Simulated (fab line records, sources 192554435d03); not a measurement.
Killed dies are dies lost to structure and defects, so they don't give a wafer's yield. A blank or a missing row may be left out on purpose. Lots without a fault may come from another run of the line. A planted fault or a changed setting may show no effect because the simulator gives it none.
fab line records | flow n5_finfet
record lots=5 wafers=14 last_day=18
route steps=1938 shown BEOL_M10@1479
lots that met no fault: from a run of the same line without faults
start_h: hours from the record's first day to the start of the lot's first wafer shown | wait_h: hours since the lot's step before | " the same as in the row above | L1.1+2: a row that stands for several wafers | - no value, or no start given | * or withheld: withheld | < > ~ a bound
route shown NAME@n: a module of which the file shows steps, and the number in the route of the first | usual: mean/standard deviation of fault-free wafers | same: alike in all rows | chamber/n: place in a boat | sites: the reading at each site | _std_site: their standard deviation | _edge_site: outer sites' mean less inner sites' | radius_mm: how far each site lies from the wafer's centre | mask NAME#n: copy n | behind: the tool/chamber that last shaped the wafer | hold: why the lot was held/for how many hours/how that ended | device: the transistor (n, p or np) that didn't switch | end of line: the same wafers' tests at the end of the route | a step without rows: its recipe alone | killed: dies lost to structure and defects at the first sort, not the wafer's yield | map: a wafer's dies, x killed, . not, _ none there
set.NAME: the setting as run; set.NAME@STEP: as run at that earlier step | model.NAME: the simulator's own value behind a step, which no gauge read
lots at some steps of the route; a table a step, a row a wafer
services: from which hour (start_h, from the record's first day; less than 0 if before it) a tool's chamber was out of use, for how many hours, and why
## steps
# step N5_BEOL_M10_SOFTBAKE_06
# recipe temp_c=110 time_s=60 resist=CAR-ArF
# step N5_BEOL_M10_EXPOSE_08
# recipe mask_id=M10 na=1.35 source_shape=dipole sigma_inner=0.411 sigma_outer=0.611 polarization=te dose_mj=53.75
# step N5_BEOL_M10_PEB_09
# recipe peb_temp_c=withheld peb_time_s=60 resist=CAR-ArF
# step N5_BEOL_M10_DEVELOP_10
# recipe develop_time_s=30 developer=TMAH resist=CAR-ArF rinse_liquid=diw dry=air_spin dev_temp_c=23
# step N5_BEOL_M10_CD_MEAS_11
# recipe target_cd_nm=64.1 landing_energy_ev=500 detector=se_inlens polarity=opening
# usual cd_nm=64.4/0.56
# columns lot.wafer tool chamber start_h wait_h cd_nm
L802.1 cd_sem-03 0 266.88 - 65.0
L802.2 " 0 " " 64.6
L802.6 " 0 " " 64.7
L798.2 cd_sem-01 0 270.66 - 63.7
L798.3 " 0 " " 63.9
L798.4 " 0 " " 63.6
L814.3 cd_sem-01 0 340.55 - 64.7
L814.6 " 0 " " 64.0
L820.1 cd_sem-01 0 379.91 - 64.9
L820.5 " 0 " " 64.6
L820.6 " 0 " " 65.2
L821.1 cd_sem-02 0 379.99 - 65.5
L821.3 " 0 " " 65.1
L821.6 " 0 " " 65.0
# step N5_BEOL_M10_OVL_MEAS_12
# recipe points_per_wafer=44
# usual M10_OVL=0.1/0.67
# columns lot.wafer tool chamber start_h wait_h M10_OVL[nm]
L802.1 overlay-01 0 266.91 0.0 0.0
L802.2 " 0 " " -0.2
L802.6 " 0 " " 0.4
L798.2 overlay-02 0 270.69 0.0 -0.3
L798.3 " 0 " " -0.9
L798.4 " 0 " " -0.4
L814.3 overlay-02 0 340.57 0.0 1.1
L814.6 " 0 " " -0.5
L820.1 overlay-01 0 379.94 0.0 0.8
L820.5 " 0 " " 0.5
L820.6 " 0 " " 0.6
L821.1 overlay-02 0 380.03 0.0 0.7
L821.3 " 0 " " -0.2
L821.6 " 0 " " 0.5
# step N5_BEOL_M10_INSPECT_13
# recipe mode=adi inspect_instrument=brightfield
# usual raw_defect_count=417/89
# columns lot.wafer tool chamber start_h wait_h raw_defect_count
L802.1 defect_inspect-01 - 266.93 0.0 434
L802.2 " - " " 386
L802.6 " - " " 383
L798.2 defect_inspect-02 - 270.71 0.0 402
L798.3 " - " " 493
L798.4 " - " " 466
L814.3 defect_inspect-02 - 340.60 0.0 469
L814.6 " - " " 368
L820.1 defect_inspect-01 - 379.97 0.0 370
L820.5 " - " " 294
L820.6 " - " " 420
L821.1 defect_inspect-01 - 380.05 0.0 393
L821.3 " - " " 438
L821.6 " - " " 320
# step N5_BEOL_M10_DESCUM_16
# recipe chemistry=O2 time_s=7.9 source_power_w=50 bias_power_w=20 pressure_mtorr=20 rf_frequency_hz=2.712e+07 temp_c=40 resist=CAR-ArF o2_flow_sccm=225
# usual drypump_motor_current_A=5.5/0.53 oes_product_au=0.77/0.066 rf_vpp_V=243.6/1.3 showerhead_plenum_p_Torr=2.13/0.065 throttle_valve_pct=20.57/0.2
# same time_s=7.9
# columns lot.wafer tool chamber start_h wait_h drypump_motor_current_A oes_product_au rf_hours_counter_h rf_vpp_V showerhead_plenum_p_Torr throttle_valve_pct
L802.1 rie_diel-01 1 266.97 0.0 5.2 0.84 74 244.9 2.13 20.53
L802.2 " 0 " " 6.4 0.78 122 245.1 2.09 20.19
L802.6 " 0 " " 6.4 0.79 - 245.1 2.09 20.20
L798.2 rie_diel-05 2 271.61 0.9 5.6 0.84 82 244.0 2.20 20.43
L798.3 " 0 " " 6.2 0.80 108 241.5 2.04 20.82
L798.4 " 0 " " 6.2 0.81 - 241.3 2.04 20.83
L814.3 rie_diel-05 0 340.63 0.0 6.2 0.77 128 242.0 2.03 20.86
L814.6 " 2 " " 5.6 0.81 - 244.1 2.19 20.48
L820.1 rie_diel-03 2 380.00 0.0 5.3 0.70 192 243.0 2.09 21.00
L820.5 " 1 " " 5.3 0.75 - 243.3 2.09 20.60
L820.6 " 2 " " 5.3 0.70 - 243.3 2.09 21.01
L821.1 rie_diel-05 0 380.08 0.0 6.2 0.76 141 242.9 2.03 20.87
L821.3 " 2 " " 5.6 0.79 124 243.3 2.19 20.48
L821.6 " 0 " " 6.2 0.77 - 242.6 2.03 20.87
# step N5_BEOL_M10_ETCH_61
# recipe chemistry=CF4 target=SiARC target_depth_a=390 mask_material=CAR-ArF time_s=65 ion_energy_ev=80 pressure_mtorr=40 source_w=545 bias_w=36 Ar_flow_sccm=100 cf4_flow_sccm=100 ends=cleared
# usual bias_w=35.99/0.094 drypump_motor_current_A=5.5/0.53 etch_rf_on_time_s=64.8/1.8 oes_product_au=0.66/0.056 rf_vpp_V=184.6/1.1 showerhead_plenum_p_Torr=2.18/0.07 throttle_valve_pct=15.71/0.16
# columns lot.wafer tool chamber start_h wait_h bias_w drypump_motor_current_A etch_rf_on_time_s oes_product_au rf_hours_counter_h rf_vpp_V showerhead_plenum_p_Torr throttle_valve_pct
L802.1 rie_diel-01 1 267.00 0.0 35.95 5.2 64.4 0.71 74 186.8 2.15 15.50
L802.2 " 0 " " 36.01 6.3 66.7 0.66 122 183.1 2.15 15.46
L802.6 " 0 " " 36.11 6.3 66.4 0.66 - 184.9 2.15 15.47
L798.2 rie_diel-05 2 271.64 0.0 36.02 5.6 62.1 0.71 82 184.1 2.25 15.63
L798.3 " 0 " " 36.04 6.2 65.9 0.67 108 184.6 2.07 15.79
L798.4 " 0 " " 35.90 6.2 66.4 0.67 - 182.7 2.07 15.79
L814.3 rie_diel-05 0 340.67 0.0 36.03 6.2 66.7 0.66 128 183.2 2.06 15.82
L814.6 " 2 " " 36.02 5.6 61.9 0.69 - 186.7 2.24 15.69
L820.1 rie_diel-03 2 380.04 0.0 35.95 5.3 67.0 0.60 192 183.9 2.14 16.07
L820.5 " 1 " " 36.04 5.2 66.9 0.63 - 183.3 2.13 15.69
L820.6 " 2 " " 35.95 5.3 67.3 0.59 - 183.8 2.14 16.08
L821.1 rie_diel-05 0 380.12 0.0 36.29 6.2 67.4 0.64 141 182.4 2.06 15.85
L821.3 " 2 " " 36.03 5.6 61.0 0.68 124 186.8 2.24 15.73
L821.6 " 0 " " 36.16 6.2 66.8 0.65 - 181.5 2.06 15.86
# step N5_BEOL_M10_ETCH_62
# recipe chemistry=N2/H2 target=SOC target_depth_a=1100 overetch_a=220 mask_material=SiARC temp_c=40 time_s=165 ion_energy_ev=200 pressure_mtorr=30 source_w=840 bias_w=150 n2_flow_sccm=200 h2_flow_sccm=200
# usual bias_w=150.0/0.42 drypump_motor_current_A=5.5/0.53 oes_product_au=0.66/0.05 rf_vpp_V=525.2/2.3 showerhead_plenum_p_Torr=2.59/0.082 throttle_valve_pct=17.95/0.099
# same time_s=165
# columns lot.wafer tool chamber start_h wait_h bias_w drypump_motor_current_A oes_product_au rf_hours_counter_h rf_vpp_V showerhead_plenum_p_Torr throttle_valve_pct
L802.1 rie_diel-01 1 267.05 0.0 150.0 5.2 0.70 74 524.2 2.58 17.77
L802.2 " 0 " " 150.1 6.4 0.66 122 525.1 2.57 17.82
L802.6 " 0 " " 149.2 6.4 0.67 - 524.2 2.57 17.83
L798.2 rie_diel-05 2 271.69 0.0 149.8 5.6 0.69 82 527.5 2.70 17.96
L798.3 " 0 " " 150.5 6.2 0.68 108 521.4 2.45 17.97
L798.4 " 0 " " 150.0 6.2 0.68 - 521.8 2.45 17.97
L814.3 rie_diel-05 0 340.72 0.0 149.3 6.2 0.67 128 520.8 2.44 18.01
L814.6 " 2 " " 150.5 5.6 0.67 - 527.9 2.68 17.99
L820.1 rie_diel-03 2 380.09 0.0 149.8 5.3 0.61 192 523.8 2.51 18.16
L820.5 " 1 " " 150.5 5.2 0.63 - 523.6 2.54 18.04
L820.6 " 2 " " 150.0 5.3 0.60 - 522.4 2.51 18.18
L821.1 rie_diel-05 0 380.17 0.0 150.0 6.2 0.66 141 521.6 2.43 18.03
L821.3 " 2 " " 149.7 5.6 0.66 124 526.8 2.68 18.02
L821.6 " 0 " " 150.2 6.2 0.64 - 521.5 2.43 18.03
# step N5_BEOL_M10_STRIP_68
# recipe chemistry=N2/H2 temp_c=40 n2_flow_sccm=200 h2_flow_sccm=200 rf_frequency_hz=6e+07
# step N5_BEOL_M10_STRIP_67
# recipe chemistry=CF4 resist=SiARC power_w=300 bias_power_w=75 pressure_mtorr=50 cf4_flow_sccm=150 rf_frequency_hz=6e+07
# usual drypump_motor_current_A=5.5/0.53 oes_product_au=0.77/0.06 power_w=299.8/0.9 rf_vpp_V=271.7/1.4 showerhead_plenum_p_Torr=1.82/0.059 throttle_valve_pct=13.67/0.18
# columns lot.wafer tool chamber start_h wait_h drypump_motor_current_A oes_product_au power_w rf_hours_counter_h rf_vpp_V showerhead_plenum_p_Torr throttle_valve_pct
L802.1 rie_diel-01 1 267.20 0.0 5.2 0.83 298.5 74 269.8 1.79 13.43
L802.2 " 0 " " 6.3 0.79 299.5 122 271.8 1.80 13.43
L802.6 " 0 " " 6.3 0.78 299.3 - 271.1 1.80 13.42
L798.2 rie_diel-05 2 271.84 0.0 5.6 0.81 299.1 82 273.8 1.88 13.56
L798.3 " 0 " " 6.1 0.80 299.1 109 268.5 1.73 13.70
L798.4 " 0 " " 6.1 0.80 299.8 - 270.0 1.73 13.73
L814.3 rie_diel-05 0 340.86 0.0 6.2 0.78 299.2 128 270.7 1.72 13.77
L814.6 " 2 " " 5.6 0.79 300.5 - 273.3 1.87 13.61
L820.1 rie_diel-03 2 380.23 0.0 5.3 0.71 301.5 192 269.2 1.79 14.02
L820.5 " 1 " " 5.2 0.75 300.5 - 271.8 1.78 13.70
L820.6 " 2 " " 5.3 0.71 300.0 - 270.7 1.79 14.02
L821.1 rie_diel-05 0 380.31 0.0 6.2 0.77 298.8 141 270.7 1.72 13.79
L821.3 " 2 " " 5.6 0.77 300.0 124 271.4 1.86 13.67
L821.6 " 0 " " 6.2 0.77 299.0 - 269.0 1.72 13.80
# step N5_BEOL_M10_HM_OPEN_17
# recipe chemistry=Cl2/BCl3 target_depth_a=200 overetch_a=60 target=TiN mask_material=SOC ion_energy_ev=150 pressure_mtorr=10 icp_w=1000 bias_w=126 Cl2_flow_sccm=53.25 bcl3_flow_sccm=21.75 Ar_flow_sccm=25
# usual bias_w=126.0/0.37 drypump_motor_current_A=5.8/0.54 oes_product_au=0.66/0.08 throttle_valve_pct=22.33/0.23
# columns lot.wafer tool chamber start_h wait_h bias_w drypump_motor_current_A oes_product_au rf_hours_counter_h throttle_valve_pct model.SOC_of_BEOL_M10_COAT_59.thk_nm
L802.1 rie_metal-03 0 267.24 0.0 126.0 6.5 0.59 92 22.63 91.6
L802.2 " 1 " " 125.9 6.4 0.72 18 21.96 91.4
L802.6 " 1 " " 126.4 6.4 0.71 - 21.97 91.4
L798.2 rie_metal-01 1 271.88 0.0 125.7 5.8 0.71 28 22.56 92
L798.3 " 1 " " 126.1 5.8 0.70 - 22.55 92
L798.4 " 0 " " 125.6 6.1 0.75 - 22.26 92.2
L814.3 rie_metal-03 1 340.93 0.1 125.7 6.4 0.69 - 21.99 89.4
L814.6 " 1 " " 125.5 6.4 0.69 - 22.00 92
L820.1 rie_metal-01 1 380.27 0.0 125.5 5.8 0.69 39 22.58 91.8
L820.5 " 1 " " 126.6 5.8 0.68 - 22.56 91.8
L820.6 " 0 " " 125.8 6.0 0.72 - 22.27 92.2
L821.1 rie_metal-02 0 380.36 0.0 125.6 5.6 0.77 9 22.07 91.6
L821.3 " 0 " " 126.0 5.6 0.78 - 22.05 92
L821.6 " 0 " " 126.2 5.6 0.77 - 22.07 91.8
# step N5_BEOL_M10_STRIP_19
# recipe chemistry=O2 power_w=400 temp_c=40 pressure_mtorr=30 rf_frequency_hz=6e+07 bias_power_w=0 overash_fraction=0.2 o2_flow_sccm=225
# usual drypump_motor_current_A=5.6/0.52 oes_product_au=0.78/0.071 rf_vpp_V=3.7/0.59 showerhead_plenum_p_Torr=2.14/0.067 throttle_valve_pct=16.81/0.18
# columns lot.wafer tool chamber start_h wait_h drypump_motor_current_A oes_product_au rf_hours_counter_h rf_vpp_V showerhead_plenum_p_Torr throttle_valve_pct
L802.1 rie_diel-05 2 267.35 0.1 5.6 0.83 80 4.3 2.21 16.69
L802.2 " 3 " " 4.6 0.80 95 4.0 2.21 16.78
L802.6 " 1 " " 5.6 0.82 - 4.0 2.03 16.70
L798.2 rie_diel-05 0 272.00 0.1 6.2 0.79 109 3.0 2.04 17.02
L798.3 " 2 " " 5.6 0.83 82 3.9 2.21 16.70
L798.4 " 0 " " 6.1 0.80 - 3.6 2.04 16.99
L814.3 rie_diel-05 1 341.01 0.1 5.7 0.78 125 3.9 2.02 16.74
L814.6 " 0 " " 6.2 0.79 - 2.7 2.04 17.03
L820.1 rie_diel-03 1 380.38 0.1 5.2 0.75 181 3.9 2.10 16.83
L820.5 " 2 " " 5.3 0.70 - 3.2 2.10 17.21
L820.6 " 3 " " 6.3 0.88 - 4.0 2.24 16.73
L821.1 rie_diel-01 0 380.50 0.1 6.4 0.76 161 3.6 2.08 16.56
L821.3 " 1 " " 5.2 0.78 115 3.3 2.12 16.80
L821.6 " 1 " " 5.2 0.79 - 3.8 2.12 16.81
## services
# columns tool chamber start_h hours kind
rie_diel-01 1 263.76 3.0 repair
rie_metal-02 0 268.13 - clean
rie_metal-02 0 268.13 12.4 scheduled_down
rie_metal-02 0 268.13 12.4 vent_cycle
rie_diel-05 1 270.84 14.1 repair
rie_metal-01 - 293.33 0.5 repair
rie_metal-02 1 320.48 2.3 repair
rie_diel-01 - 322.39 0.2 repair
rie_metal-02 - 325.32 0.7 repair
rie_diel-03 1 336.08 13.1 repair
rie_metal-01 0 342.64 13.4 repair
rie_metal-03 0 371.06 - clean
rie_metal-03 0 371.06 24.8 scheduled_down
rie_metal-03 0 371.06 24.8 vent_cycle
rie_diel-01 3 372.47 - clean
rie_diel-01 3 372.47 - consumable_replace:focus_ring
rie_diel-01 3 372.47 19.3 scheduled_down
rie_diel-01 3 372.47 19.3 vent_cycle
## key
first_sign none at tools or gauges
model_effect step=N5_BEOL_M10_HM_OPEN_17 value=SOC_of_BEOL_M10_COAT_59.thk_nm without=92.4 struck=89.4
met_at N5_BEOL_M10_HM_OPEN_17
struck_wafers L814.3
onset_between 267.24 340.93
fault kind=process_parameter_drift tool=rie_metal-03 chamber=- onset_h=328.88 steps=N5_BEOL_M10_HM_OPEN_17 channel=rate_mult offset=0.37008 shape=step end_h=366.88 scope=struck_wafers_only
